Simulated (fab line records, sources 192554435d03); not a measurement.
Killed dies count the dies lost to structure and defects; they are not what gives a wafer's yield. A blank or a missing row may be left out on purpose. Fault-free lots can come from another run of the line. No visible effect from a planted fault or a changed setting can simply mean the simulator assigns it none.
fab line records -- flow n5-finfet
record: lots: 3, wafers: 8, last-day: 17
route steps=1938 shown BEOL_M5@1151 BEOL_M15@1830
lots that met no fault: taken from a fault-free run of the same line
start-h: hours from the record's opening day to when the first of the lot's shown wafers began -- wait-h: hours elapsed since this lot's preceding step -- " unchanged from the row above -- L1.1+2: several wafers, shown together as one row -- - no value, or no start given -- * or withheld: withheld -- < > ~ a bound
route shown NAME@n: NAME is a module with steps in the file, n the number in the route of the first one -- usual: mean and standard deviation over wafers with no fault -- same: alike in all rows -- chamber/n: place in a boat -- sites: each site's reading -- _std_site: their standard deviation -- _edge_site: mean of outer sites minus mean of inner sites -- radius-mm: for every site, how far away it sits from the centre of the wafer -- mask NAME#n: copy n -- behind: tool/chamber where the wafer was last shaped -- hold: the reason the lot was held/the length of the hold in hours/how it ended -- device: names the non-switching transistor (n, p or np) -- end of line: the route-end tests of the same wafers -- a step given without rows: its recipe and nothing more -- killed: at the first sort, the dies lost to defects and structure; wafer yield is something else -- map: a wafer's dies, x killed, . not, _ none there
set.NAME: setting as actually run; set.NAME@STEP: the setting as run at that earlier step -- model.NAME: the simulator's own value behind a step, which no gauge read
lots seen at some steps along the route; tables by step, rows by wafer
services: a tool's chamber out of use, with start hour (start-h, from the record's first day; less than 0 if before it), hours out, and reason
== steps ==
step: N5_BEOL_M5_DESCUM_33
recipe: chemistry: O2, time-s: 7, source-power-w: 50, bias-power-w: 20, pressure-mtorr: 20, rf-frequency-hz: 2.712e+07, temp-c: 40, resist: CAR-EUV, o2-flow-sccm: 225
step: N5_BEOL_M5_ETCH_75
recipe: chemistry: N2/H2, target: underlayer, target-depth-a: 65, mask-material: CAR-EUV, time-s: 5.2, ion-energy-ev: 200, pressure-mtorr: 30, source-w: 840, bias-w: 150, n2-flow-sccm: 200, h2-flow-sccm: 200, ends: cleared
step: N5_BEOL_M5_ETCH_67
recipe: chemistry: CF4, target: SiARC, target-depth-a: 156, mask-material: CAR-EUV, time-s: 26, ion-energy-ev: 80, pressure-mtorr: 40, source-w: 545, bias-w: 36, Ar_flow_sccm: 100, cf4-flow-sccm: 100, ends: cleared
step: N5_BEOL_M5_ETCH_68
recipe: chemistry: N2/H2, target: SOC, target-depth-a: 800, overetch-a: 160, mask-material: SiARC, temp-c: 40, time-s: 120, ion-energy-ev: 200, pressure-mtorr: 30, source-w: 840, bias-w: 150, n2-flow-sccm: 200, h2-flow-sccm: 200
step: N5_BEOL_M5_STRIP_69
recipe: chemistry: N2/H2, temp-c: 40, n2-flow-sccm: 200, h2-flow-sccm: 200, rf-frequency-hz: 6e+07
step: N5_BEOL_M5_STRIP_76
recipe: chemistry: N2/H2, temp-c: 40, n2-flow-sccm: 200, h2-flow-sccm: 200, rf-frequency-hz: 6e+07
step: N5_BEOL_M5_VIA_ETCH_34
recipe: chemistry: C4F6/O2, target: SiCOH_lowk, target-depth-a: 883, mask-material: SOC, taper-deg: 4, time-s: 39.2, ion-energy-ev: 250, pressure-mtorr: 30, source-w: 345, bias-w: 185, Ar_flow_sccm: 300, C4F6_flow_sccm: 10, O2_flow_sccm: 10
step: N5_BEOL_M5_STRIP_85
recipe: chemistry: C4F6/O2, resist: SiARC, rf-frequency-hz: 6e+07
step: N5_BEOL_M5_STRIP_36
recipe: chemistry: N2/H2, power-w: 450, temp-c: 40, pressure-mtorr: 20, rf-frequency-hz: 6e+07, overash-fraction: 0.3, bias-power-w: 7, h2-frac: 0.5, n2-flow-sccm: 200, h2-flow-sccm: 200
step: N5_BEOL_M5_TRENCH_ETCH_37
recipe: chemistry: C4F6/O2, target-depth-a: 716.52, target: SiCOH_lowk, time-s: 24.7, ion-energy-ev: 250, pressure-mtorr: 30, source-w: 345, bias-w: 185, Ar_flow_sccm: 300, C4F6_flow_sccm: 10, O2_flow_sccm: 10
usual: drypump-motor-current-A: 5.9/0.37, oes-product-au: 0.78/0.08, rf-vpp-V: 657/16, showerhead-plenum-p-Torr: 2.80/0.11, throttle-valve-pct: 20.9/0.34
lot.wafer,tool,chamber,start-h,wait-h,drypump-motor-current-A,oes-product-au,rf-hours-counter-h,rf-vpp-V,showerhead-plenum-p-Torr,throttle-valve-pct,model.BEOL_M5.feature-depth-nm,model.etch.depth-nm,model.TiN_of_BEOL_M5_HM_DEP_02.thk-nm
L890.4,rie-diel-05,1,203.71,-,5.5,0.72,212,648,2.72,21.5,74,74.02,17.8
L890.5,rie-diel-05,3,203.71,-,5.9,0.74,-,703,2.98,21.4,68.2,68.22,17.8
L890.6,rie-diel-05,0,203.71,-,5.5,0.88,-,661,2.78,20.6,74.6,74.67,17.8
L894.2,rie-diel-06,1,224.81,-,5.8,0.71,227,662,2.71,21.3,72,72.06,17.2
L894.3,rie-diel-06,3,224.81,-,6.5,0.93,22,648,2.79,20.4,73.4,73.49,17.6
L894.6,rie-diel-06,3,224.81,-,6.5,0.92,-,648,2.79,20.4,73.2,73.25,17.8
L907.1,rie-diel-06,0,301.24,-,6.3,0.82,87,649,2.85,20.8,68.8,68.82,18.4
L907.2,rie-diel-06,2,301.24,-,5.6,0.85,187,663,2.96,20.9,91,91.05,17
step: N5_BEOL_M5_ETCH_41
recipe: chemistry: CH3F/O2, target: SiCN, target-depth-a: 315, taper-deg: 2, time-s: 56.7, ion-energy-ev: 120, mask-material: TiN, pressure-mtorr: 30, source-w: 395, bias-w: 75, Ar_flow_sccm: 150, CH3F_flow_sccm: 30, O2_flow_sccm: 20
step: N5_BEOL_M5_STRIP_91
recipe: chemistry: N2/H2, time-s: 10, power-w: 450, temp-c: 40, pressure-mtorr: 20, rf-frequency-hz: 6e+07, bias-power-w: 7, n2-flow-sccm: 200, h2-flow-sccm: 200
step: N5_BEOL_M5_OCD_MEAS_38
usual: trench-depth-nm: 71.5/2
lot.wafer,tool,chamber,start-h,wait-h,trench-depth-nm
L890.4,ocd-01,-,203.87,-,73.8
L890.5,ocd-01,-,203.87,-,68.6
L890.6,ocd-01,-,203.87,-,74.5
L894.2,ocd-02,-,224.96,-,72.1
L894.3,ocd-02,-,224.96,-,73.5
L894.6,ocd-02,-,224.96,-,73.5
L907.1,ocd-02,-,301.39,-,68.7
L907.2,ocd-02,-,301.39,-,91.4
step: N5_BEOL_M5_HM_STRIP_39
recipe: chemistry: peroxide-tin-strip, material: TiN, target-depth-a: 250, temp-c: 50, time-s: 158
step: N5_BEOL_M5_SRD_40
recipe: time-s: 30, temp-c: 23, rinse-liquid: diw, dry: ipa-marangoni
step: N5_BEOL_M5_PRECLEAN_42
recipe: chemistry: residue-remover, time-s: 60, temp-c: 40
step: N5_BEOL_M5_SRD_43
recipe: time-s: 30, temp-c: 23, rinse-liquid: diw, dry: ipa-marangoni
step: N5_BEOL_M5_CURE_80
recipe: temp-c: 370, time-s: 120, ambient: DMADMS/He, material: SiCOH_lowk
step: N5_BEOL_M5_DEGAS_44
recipe: ambient: vacuum, temp-c: 250, time-s: 60
step: N5_BEOL_M5_PRE_CLEAN_45
recipe: gas: H2/He, time-s: 30, temp-c: 250
step: N5_BEOL_M5_ALD_86
recipe: material: TaN, target-thk-a: *, temp-c: 275, ald-precursor-family: PDMAT, ald-co-reactant: NH3, pressure-torr: 3, carrier-flow-sccm: 1500, pulse-time-s: 2, purge-time-s: 3, co-reactant-purge-time-s: 2, co-reactant-pulse-time-s: 3, ald-cycles: 30, precursor-vessel-temp-c: 75, precursor-vessel-pressure-torr: 26.25, precursor-vessel-carrier-sccm: 1000
step: N5_BEOL_M5_SURFACE_TREAT_87
recipe: gas: Ar, time-s: *, ion-energy-ev: *, ion-current-ma-cm2: 0.5, pressure-mtorr: *, ar-flow-sccm: 30
step: N5_BEOL_M5_CVD_47
recipe: material: Co, target-thk-a: 30, temp-c: withheld, precursor: CCTBA/H2, pressure-torr: 30, time-s: 216
step: N5_BEOL_M5_SPUTTER_48
recipe: material: Cu, target-thk-a: 150, temp-c: -20, chamber-pressure-pa: 0.07, power-w: withheld, time-s: 27.62
step: N5_BEOL_M5_ANNEAL_49
recipe: temp-c: 400, time-s: 1800, ambient: vacuum
step: N5_BEOL_M5_SPUTTER_81
recipe: material: Cu, target-thk-a: 150, temp-c: -20, chamber-pressure-pa: 0.07, power-w: withheld, time-s: 27.62
step: N5_BEOL_M5_ANNEAL_82
recipe: temp-c: 400, time-s: 1800, ambient: vacuum
step: N5_BEOL_M5_SPUTTER_83
recipe: material: Cu, target-thk-a: 150, temp-c: -20, chamber-pressure-pa: 0.07, power-w: withheld, time-s: 27.62
step: N5_BEOL_M5_ANNEAL_84
recipe: temp-c: 400, time-s: 1800, ambient: vacuum
step: N5_BEOL_M5_SPUTTER_88
recipe: material: Cu, target-thk-a: 150, temp-c: -20, chamber-pressure-pa: 0.07, power-w: withheld, time-s: 27.62
step: N5_BEOL_M5_ANNEAL_89
recipe: temp-c: 400, time-s: 1800, ambient: vacuum
step: N5_BEOL_M5_SPUTTER_90
recipe: material: Cu, target-thk-a: 45, temp-c: -20, chamber-pressure-pa: 0.07, power-w: withheld, time-s: 8.29
step: N5_BEOL_M5_ECD_50
recipe: material: Cu, target-thk-a: 3000
step: N5_BEOL_M5_ANNEAL_51
recipe: temp-c: 225, time-s: 90, ambient: N2
step: N5_BEOL_M5_CMP_52
recipe: stop-on: SiCOH_lowk, t-overpolish-s: 6.9, down-force-psi: 1, platen-rpm: 50, clearing-platen-down-force-psi: 1.5, clearing-platen-rpm: 50, post-cmp-clean: cu-alkaline, target-thk-nm: 62, clearing-platen-pad-velocity-m-s: 0.99484, pad-velocity-m-s: 0.99484
usual: barrier-field-endpoint-s: 24.7/0.87, motor-current-A: 6.2/0.76, overpolish-run-s: 6.899/0.01, platen-rpm: 50.00/0.034, time-to-endpoint-s: 62/4.6
lot.wafer,tool,chamber,start-h,wait-h,barrier-field-endpoint-s,motor-current-A,overpolish-run-s,platen-rpm,time-to-endpoint-s,model.Cu_of_BEOL_M5_ECD_50.thk-nm
L890.4,cmp-01,0,210.53,0.1,24.1,5.3,6.907,49.97,55,60.4
L890.5,cmp-01,0,210.53,0.1,24.2,4.9,6.889,50.00,54,56
L890.6,cmp-01,1,210.53,0.1,24.7,6.0,6.882,49.99,60,63
L894.2,cmp-03,3,231.55,0.2,24.3,7.7,6.896,50.00,60,62.6
L894.3,cmp-03,0,231.55,0.2,24.4,6.2,6.889,49.97,60,64.2
L894.6,cmp-03,3,231.55,0.2,24.0,7.8,6.889,49.96,57,63.6
L907.2,cmp-04,3,308.20,0.2,24.9,6.8,6.890,50.03,65,80.8
L907.1,cmp-04,2,308.20,0.2,27.0,6.2,6.908,49.99,73,62.4
step: N5_BEOL_M5_THK_MEAS_53
recipe: thk-meas-gauge: xrf, reads: Cu_of_BEOL_M5_ECD_50
usual: M5_THK: 63.0/2.6
lot.wafer,tool,chamber,start-h,wait-h,M5_THK[nm]
L890.4,film-metro-01,-,210.82,-,61.6
L890.5,film-metro-01,-,210.82,-,57.3
L890.6,film-metro-01,-,210.82,-,64.1
L894.2,film-metro-02,-,231.81,-,64.8
L894.3,film-metro-02,-,231.81,-,66.2
L894.6,film-metro-02,-,231.81,-,65.7
L907.1,film-metro-02,-,308.50,-,62.5
L907.2,film-metro-02,-,308.50,-,81.1
step: N5_BEOL_M5_PRE_CLEAN_77
recipe: gas: NH3/H2, time-s: 15, temp-c: *, rf-power-w: 300
step: N5_BEOL_M5_CO_CAP_78
recipe: material: Co, target-thk-a: 20, temp-c: 200, precursor: CCTBA/H2, pressure-torr: 30, time-s: 102.1
step: N5_BEOL_M5_RS_MEAS_57
recipe: thk-meas-gauge: four-point-probe, reads: Co_of_BEOL_M5_CO_CAP_78+Cu_of_BEOL_M5_ECD_50+Co_of_BEOL_M5_CVD_47+TaN_of_BEOL_M5_ALD_86
usual: M5_RS: 0.389/0.019
lot.wafer,tool,chamber,start-h,wait-h,M5_RS[ohm/sq]
L890.4,film-metro-01,-,211.09,0.0,0.398
L890.5,film-metro-01,-,211.09,0.0,0.436
L890.6,film-metro-01,-,211.09,0.0,0.378
L894.2,film-metro-01,-,232.10,0.1,0.381
L894.3,film-metro-01,-,232.10,0.1,0.370
L894.6,film-metro-01,-,232.10,0.1,0.374
L907.1,film-metro-02,-,308.76,0.0,0.384
L907.2,film-metro-02,-,308.76,0.0,0.282
step: N5_BEOL_M15_RC_MEAS_101
usual: COMB_M10: 1.4e-11/2.8e-12, COMB_M11: 1.4e-11/3e-12, COMB_M11_max_site: 2.1e-11/4.6e-12, COMB_M12: 5.7e-12/1.3e-12, COMB_M13: 4.2e-12/9.3e-13, COMB_M13_max_site: 6.3e-12/1.5e-12, COMB_M14: 3.4e-12/9.2e-13, COMB_M15: 2.2e-12/6e-13, COMB_M6: 2.5e-11/5.1e-12, COMB_M7: 2.5e-11/6e-12, COMB_M8: 2.5e-11/4.9e-12, COMB_M9: 1.5e-11/3.2e-12, SERP_M10: 3.05/0.084, SERP_M11: 3.04/0.13, SERP_M12: 0.637/0.021, SERP_M13: 0.312/0.0089, SERP_M14: 0.160/0.0048, SERP_M5: 39.5/2.5, SERP_M5_max_site: 41.1/2.6, SERP_M6: 13.8/0.7, SERP_M7: 14.1/0.82, SERP_M8: 13.9/0.73, SERP_M9: 3.03/0.12
lot.wafer,tool,chamber,start-h,wait-h,COMB_M10[S/m],COMB_M11[S/m],COMB_M11_max_site[S/m],COMB_M12[S/m],COMB_M13[S/m],COMB_M13_max_site[S/m],COMB_M14[S/m],COMB_M15[S/m],COMB_M6[S/m],COMB_M7[S/m],COMB_M8[S/m],COMB_M9[S/m],SERP_M10[ohm/um],SERP_M11[ohm/um],SERP_M12[ohm/um],SERP_M13[ohm/um],SERP_M14[ohm/um],SERP_M5[ohm/um],SERP_M5_max_site[ohm/um],SERP_M6[ohm/um],SERP_M7[ohm/um],SERP_M8[ohm/um],SERP_M9[ohm/um]
L890.4,prober-01,0,294.04,0.5,1.14e-11,1.3e-11,2e-11,4.4e-12,4.4e-12,5.4e-12,2.4e-12,1.7e-12,2.3e-11,2.6e-11,2.2e-11,1.4e-11,3.12,2.89,0.639,0.312,0.156,41.7,43.3,13.3,15.1,13.9,3.25
L890.5,prober-01,0,294.04,0.5,1.22e-11,1.3e-11,1.7e-11,4.9e-12,3.4e-12,5.3e-12,2.1e-12,1.5e-12,2.9e-11,2.3e-11,2.9e-11,1.2e-11,3.19,2.87,0.642,0.320,0.157,44.1,46.7,13.7,14.8,14.3,3.12
L890.6,prober-01,0,294.04,0.5,1.03e-11,1.3e-11,1.8e-11,3.6e-12,4e-12,5.7e-12,2e-12,2.9e-12,3.3e-11,2.4e-11,2.6e-11,1.9e-11,3.04,2.85,0.645,0.308,0.160,40.6,41.6,14.5,15.1,14.3,2.98
L894.2,prober-01,0,309.73,0.2,1.26e-11,1.7e-11,2.6e-11,6e-12,3e-12,4.4e-12,5.4e-12,1.5e-12,2.3e-11,2.1e-11,1.6e-11,1.2e-11,3.00,2.89,0.618,0.318,0.151,37.2,38.1,13.9,12.3,13.7,3.13
L894.3,prober-01,0,309.73,0.2,1.67e-11,1.3e-11,2.2e-11,3.7e-12,3.2e-12,4.8e-12,4.1e-12,2.3e-12,2.1e-11,1.8e-11,2.3e-11,1.1e-11,3.15,2.71,0.629,0.313,0.159,38.2,39.4,14.4,14.3,14.7,2.78
L894.6,prober-01,0,309.73,0.2,1.37e-11,1.6e-11,2.5e-11,5.5e-12,4.4e-12,7.5e-12,2.8e-12,1.2e-12,1.9e-11,2.2e-11,2.2e-11,1.7e-11,3.11,2.86,0.638,0.314,0.166,38.1,39.3,14.6,14.3,15.6,2.89
L907.1,prober-01,0,386.03,0.0,1.23e-11,1.8e-11,3.1e-11,5.4e-12,6.3e-12,9e-12,2.5e-12,1.8e-12,2.7e-11,2e-11,2.5e-11,2e-11,3.04,3.00,0.639,0.338,0.162,41.3,42.9,13.3,14.2,15.4,3.00
L907.2,prober-01,0,386.03,0.0,1.43e-11,1.7e-11,2.7e-11,5.6e-12,4.9e-12,6.6e-12,3.7e-12,2e-12,2.1e-11,2.2e-11,3.1e-11,1.3e-11,2.99,3.04,0.676,0.326,0.155,29.4,30.6,13.2,13.2,14.8,3.06
sites SERP_M5 radius-mm=0,75,75,75,75,140,140,140,140
L890.4 39.9 41.2 42.3 42.5 42.8 41.2 41.7 41.3 43.3
L894.2 36.1 37.1 37.2 36.6 36.2 37.6 38.1 37.7 37.2
L907.1 41.6 42.1 41.3 41.9 42.9 39.0 39.4 39.2 38.3
== services ==
tool,chamber,start-h,hours,kind
cmp-01,-,181.28,0.8,repair
cmp-04,-,188.62,1.3,repair
cmp-04,-,191.40,0.7,repair
cmp-01,-,199.65,4.0,pm
cmp-01,-,203.65,-,consumable-replace:conditioner
cmp-01,-,203.65,-,consumable-replace:pad
cmp-04,-,220.54,7.4,pm
cmp-01,-,248.64,0.6,repair
cmp-03,-,250.05,1.6,repair
cmp-01,-,251.86,0.9,repair
rie-diel-05,0,261.54,19.9,repair
rie-diel-06,2,264.89,6.7,repair
cmp-01,-,270.30,3.7,repair
cmp-04,-,280.31,0.6,repair
rie-diel-06,1,287.76,-,clean
rie-diel-06,1,287.76,-,consumable-replace:focus-ring
rie-diel-06,1,287.76,-,consumable-replace:showerhead
rie-diel-06,1,287.76,16.5,scheduled-down
rie-diel-06,1,287.76,16.5,vent-cycle
cmp-03,-,293.91,4.0,pm
cmp-03,-,297.91,-,consumable-replace:conditioner
cmp-03,-,297.91,-,consumable-replace:pad
rie-diel-05,-,298.29,4.3,pm
rie-diel-06,2,307.35,1.8,repair
== key ==
first-sign: step: N5_BEOL_M5_OCD_MEAS_38, reading: trench-depth-nm, direction: up, sigmas: 10, usual: 71.5, struck: 91.4
effect: step: N5_BEOL_M5_THK_MEAS_53, reading: M5_THK, direction: up, sigmas: 6.9, usual: 63.0, struck: 81.1
effect: step: N5_BEOL_M5_RS_MEAS_57, reading: M5_RS, direction: down, sigmas: 5.5, usual: 0.389, struck: 0.282
effect: step: N5_BEOL_M15_RC_MEAS_101, reading: SERP_M5, direction: down, sigmas: 4, usual: 39.5, struck: 29.4
model-effect: step: N5_BEOL_M5_TRENCH_ETCH_37, value: BEOL_M5.feature-depth-nm, without: 69.2, struck: 91
model-effect: step: N5_BEOL_M5_CMP_52, value: Cu_of_BEOL_M5_ECD_50.thk-nm, without: 59.2, struck: 80.8
met-at N5_BEOL_M5_TRENCH_ETCH_37
struck-wafers L907.2
onset-between 224.81 301.24
fault: kind: process-parameter-drift, tool: rie-diel-06, chamber: -, onset-h: 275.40, steps: N5_BEOL_M5_TRENCH_ETCH_37, channel: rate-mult, offset: 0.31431, shape: step, end-h: 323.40, scope: struck-wafers-only
